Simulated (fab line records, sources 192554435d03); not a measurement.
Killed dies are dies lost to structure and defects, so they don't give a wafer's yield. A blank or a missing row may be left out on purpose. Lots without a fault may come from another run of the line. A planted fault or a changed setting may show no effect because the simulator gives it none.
fab line records | flow n5_finfet | part 2 of 2: steps 15 to 26 of 26
record lots=5 wafers=15 last_day=17
route steps=1938 shown BEOL_M3@970
lots that met no fault: from a run of the same line without faults
start_h: hours from the record's first day to the start of the lot's first wafer shown | wait_h: hours since the lot's step before | " the same as in the row above | L1.1+2: a row that stands for several wafers | - no value, or no start given | * or withheld: withheld | < > ~ a bound
route shown NAME@n: a module of which the file shows steps, and the number in the route of the first | usual: mean/standard deviation of fault-free wafers | same: alike in all rows | chamber/n: place in a boat | sites: the reading at each site | _std_site: their standard deviation | _edge_site: outer sites' mean less inner sites' | radius_mm: how far each site lies from the wafer's centre | mask NAME#n: copy n | behind: the tool/chamber that last shaped the wafer | hold: why the lot was held/for how many hours/how that ended | device: the transistor (n, p or np) that didn't switch | end of line: the same wafers' tests at the end of the route | a step without rows: its recipe alone | killed: dies lost to structure and defects at the first sort, not the wafer's yield | map: a wafer's dies, x killed, . not, _ none there
set.NAME: the setting as run; set.NAME@STEP: as run at that earlier step | model.NAME: the simulator's own value behind a step, which no gauge read
lots at some steps of the route; a table a step, a row a wafer
services: from which hour (start_h, from the record's first day; less than 0 if before it) a tool's chamber was out of use, for how many hours, and why
## steps
# step N5_BEOL_M3_HM_STRIP_39
# recipe chemistry=peroxide_tin_strip material=TiN target_depth_a=250 temp_c=50 time_s=158
# columns lot.wafer tool chamber start_h wait_h
L079.2+4+6 wet_bench-06 1,0,2 182.79 0.0
L090.2+3+4 wet_bench-04 5,7,3 247.24 0.0
L092.3+5+6 wet_bench-06 5,7,2 253.57 0.0
L094.1+3+4 wet_bench-04 1,7,3 268.33 0.0
L095.3+5+6 wet_bench-04 2,4,3 284.29 0.0
# step N5_BEOL_M3_SRD_40
# recipe time_s=30 temp_c=23 rinse_liquid=diw dry=ipa_marangoni
# columns lot.wafer tool chamber start_h wait_h
L079.2+4+6 wet_bench-06 1,0,2 182.83 0.0
L090.2+3+4 wet_bench-04 5,7,3 247.29 0.0
L092.3+5+6 wet_bench-06 5,7,2 253.62 0.0
L094.1+3+4 wet_bench-04 1,7,3 268.37 0.0
L095.3+5+6 wet_bench-04 2,4,3 284.33 0.0
# step N5_BEOL_M3_PRECLEAN_42
# recipe chemistry=residue_remover time_s=60 temp_c=40
# columns lot.wafer tool chamber start_h wait_h
L079.2+4+6 wet_bench-06 1,0,2 182.85 0.0
L090.2+3+4 wet_bench-04 5,7,3 247.31 0.0
L092.3+5+6 wet_bench-06 5,7,2 253.64 0.0
L094.1+3+4 wet_bench-04 1,7,3 268.39 0.0
L095.3+5+6 wet_bench-04 2,4,3 284.35 0.0
# step N5_BEOL_M3_SRD_43
# recipe time_s=30 temp_c=23 rinse_liquid=diw dry=ipa_marangoni
# columns lot.wafer tool chamber start_h wait_h
L079.2+4+6 wet_bench-06 1,0,2 182.87 0.0
L090.2+3+4 wet_bench-04 5,7,3 247.32 0.0
L092.3+5+6 wet_bench-06 5,7,2 253.66 0.0
L094.1+3+4 wet_bench-04 1,7,3 268.41 0.0
L095.3+5+6 wet_bench-04 2,4,3 284.37 0.0
# step N5_BEOL_M3_CD_MEAS_35
# recipe target_cd_nm=18 target_cd_y_nm=21 polarity=opening
# usual cd_nm=17.9/0.38
# columns lot.wafer tool chamber start_h wait_h cd_nm
L079.2 cd_sem-03 - 182.91 0.0 18.0
L079.4 " - " " 18.3
L079.6 " - " " 18.7
L090.2 cd_sem-03 - 247.36 0.0 17.4
L090.3 " - " " 17.3
L090.4 " - " " 18.0
L092.3 cd_sem-03 - 253.70 0.0 18.6
L092.5 " - " " 17.1
L092.6 " - " " 17.3
L094.1 cd_sem-02 - 268.45 0.0 17.7
L094.3 " - " " 17.9
L094.4 " - " " 17.7
L095.3 cd_sem-01 - 284.41 0.0 17.5
L095.5 " - " " 17.8
L095.6 " - " " 17.7
# step N5_BEOL_M3_DEGAS_44
# recipe ambient=vacuum temp_c=250 time_s=60
# usual heater_power_w=340/27
# columns lot.wafer tool chamber start_h wait_h heater_power_w
L079.2 pvd_sputter-03 - 183.49 0.6 338
L079.4 " - " " 317
L079.6 " - " " 317
L090.2 pvd_sputter-03 - 247.74 0.4 351
L090.3 " - " " 282
L090.4 " - " " 317
L092.3 pvd_sputter-01 - 253.79 0.1 319
L092.5 " - " " 316
L092.6 " - " " 297
L094.1 pvd_sputter-03 - 268.72 0.3 347
L094.3 " - " " 359
L094.4 " - " " 322
L095.3 pvd_sputter-01 - 284.84 0.4 387
L095.5 " - " " 380
L095.6 " - " " 320
# step N5_BEOL_M3_PRE_CLEAN_45
# recipe gas=H2/He time_s=30 temp_c=250
# usual heater_power_w=340/26
# columns lot.wafer tool chamber start_h wait_h heater_power_w
L079.2 pvd_sputter-03 - 183.53 0.0 342
L079.4 " - " " 316
L079.6 " - " " 316
L090.2 pvd_sputter-03 - 247.78 0.0 349
L090.3 " - " " 284
L090.4 " - " " 321
L092.3 pvd_sputter-01 - 253.83 0.0 322
L092.5 " - " " 324
L092.6 " - " " 297
L094.1 pvd_sputter-03 - 268.76 0.0 339
L094.3 " - " " 347
L094.4 " - " " 318
L095.3 pvd_sputter-01 - 284.88 0.0 376
L095.5 " - " " 377
L095.6 " - " " 317
# step N5_BEOL_M3_ALD_84
# recipe material=TaN target_thk_a=* temp_c=275 ald_precursor_family=PDMAT ald_co_reactant=NH3 pressure_torr=3 carrier_flow_sccm=1500 pulse_time_s=2 purge_time_s=3 co_reactant_purge_time_s=2 co_reactant_pulse_time_s=3 ald_cycles=30 precursor_vessel_temp_c=75 precursor_vessel_pressure_torr=26.25 precursor_vessel_carrier_sccm=1000
# usual heater_power_w=437/41
# columns lot.wafer tool chamber start_h wait_h heater_power_w
L079.2 ald_metal-03 0 183.82 0.3 342
L079.4 " 2 " " 471
L079.6 " 3 " " 391
L090.2 ald_metal-03 2 247.98 0.2 456
L090.3 " 0 " " 346
L090.4 " 1 " " 411
L092.3 ald_metal-03 2 253.89 0.0 477
L092.5 " 1 " " 421
L092.6 " 2 " " 482
L094.1 ald_metal-01 1 268.82 0.0 368
L094.3 " 0 " " 488
L094.4 " 2 " " 446
L095.3 ald_metal-02 2 285.10 0.2 464
L095.5 " 0 " " 414
L095.6 " 3 " " 487
# step N5_BEOL_M3_SURFACE_TREAT_85
# recipe gas=Ar time_s=* ion_energy_ev=* ion_current_ma_cm2=0.5 pressure_mtorr=* ar_flow_sccm=30
# usual throttle_valve_pct=*
# columns lot.wafer tool chamber start_h wait_h throttle_valve_pct
L079.2 pvd_sputter-03 - 185.65 1.7 *
L079.4 " - " " *
L079.6 " - " " *
L090.2 pvd_sputter-03 - 248.22 0.1 *
L090.3 " - " " *
L090.4 " - " " *
L092.3 pvd_sputter-03 - 254.27 0.3 *
L092.5 " - " " *
L092.6 " - " " *
L094.1 pvd_sputter-02 - 269.34 0.4 *
L094.3 " - " " *
L094.4 " - " " *
L095.3 pvd_sputter-01 - 285.38 0.2 *
L095.5 " - " " *
L095.6 " - " " *
# step N5_BEOL_M3_CVD_47
# recipe material=Co target_thk_a=30 temp_c=withheld precursor=CCTBA/H2 pressure_torr=30 time_s=223.8
# columns lot.wafer tool chamber start_h wait_h
L079.2+4+6 cvd_co-02 1,0,2 185.94 0.3
L090.2+3+4 cvd_co-02 2,1,0 248.30 0.1
L092.3+5+6 cvd_co-01 1,1,0 254.33 0.0
L094.1+3+4 cvd_co-01 0,2,2 269.40 0.0
L095.3+5+6 cvd_co-01 0,0,2 285.57 0.2
# step N5_BEOL_M3_SPUTTER_48
# recipe material=Cu target_thk_a=45 temp_c=-20 chamber_pressure_pa=0.07 power_w=withheld time_s=8.29
# usual chamber_pressure_pa=0.06999/0.00015 chuck_sensor_temp_C=-16.0/0.33 throttle_valve_pct=29.9/1.2
# columns lot.wafer tool chamber start_h wait_h chamber_pressure_pa chuck_sensor_temp_C throttle_valve_pct
L079.2 pvd_sputter-03 - 186.55 0.5 0.07006 -15.4 28.7
L079.4 " - " " 0.06991 -15.6 30.8
L079.6 " - " " 0.07001 -16.2 28.4
L090.2 pvd_sputter-03 - 248.46 0.1 0.06988 -16.2 28.5
L090.3 " - " " 0.07006 -15.3 28.7
L090.4 " - " " 0.07037 -16.1 28.5
L092.3 pvd_sputter-01 - 254.49 0.1 0.06988 -16.4 28.1
L092.5 " - " " 0.06983 -16.4 28.0
L092.6 " - " " 0.07027 -16.1 29.2
L094.1 pvd_sputter-02 - 269.58 0.1 0.06991 -16.0 30.8
L094.3 " - " " 0.06996 -15.9 31.0
L094.4 " - " " 0.0701 -16.5 30.9
L095.3 pvd_sputter-03 - 285.73 0.1 0.06971 -16.2 28.4
L095.5 " - " " 0.06986 -16.1 28.5
L095.6 " - " " 0.06985 -15.7 31.0
# step N5_BEOL_M3_ANNEAL_49
# recipe temp_c=400 time_s=240 ambient=vacuum
# usual heater_power_w=845/70
# columns lot.wafer tool chamber start_h wait_h heater_power_w
L079.2 pvd_sputter-03 - 186.63 0.0 793
L079.4 " - " " 883
L079.6 " - " " 859
L090.2 pvd_sputter-03 - 248.54 0.0 715
L090.3 " - " " 785
L090.4 " - " " 850
L092.3 pvd_sputter-01 - 254.57 0.0 945
L092.5 " - " " 971
L092.6 " - " " 956
L094.1 pvd_sputter-02 - 269.66 0.0 914
L094.3 " - " " 883
L094.4 " - " " 808
L095.3 pvd_sputter-03 - 285.81 0.0 708
L095.5 " - " " 728
L095.6 " - " " 856
## services
# columns tool chamber start_h hours kind
ald_metal-03 - 175.34 1.8 repair
ald_sin-04 - 176.81 14.0 pm
ald_sin-02 - 177.32 6.1 pm
ald_metal-02 3 178.85 12.1 repair
ald_metal-01 0 196.31 3.3 repair
ald_metal-02 3 209.07 23.7 repair
cvd_co-02 - 209.75 6.0 pm
rie_diel-02 3 210.65 2.9 repair
ald_sin-02 3 216.87 14.5 repair
ald_metal-01 0 218.92 26.8 repair
rie_diel-03 0 225.48 - clean
rie_diel-03 0 225.48 - consumable_replace:focus_ring
rie_diel-03 0 225.48 - consumable_replace:showerhead
rie_diel-03 0 225.48 21.1 scheduled_down
ald_metal-02 2 228.14 6.6 repair
ald_metal-03 - 242.97 0.4 repair
ald_sin-04 2 244.46 1.8 repair
ald_sin-01 3 248.67 15.0 repair
rie_diel-04 2 248.97 8.5 repair
rie_diel-02 3 249.69 7.0 repair
cvd_co-02 - 258.29 2.3 repair
ald_sin-01 - 268.25 14.0 pm
cvd_co-02 - 276.57 2.8 pm
pvd_sputter-03 - 279.46 4.2 repair
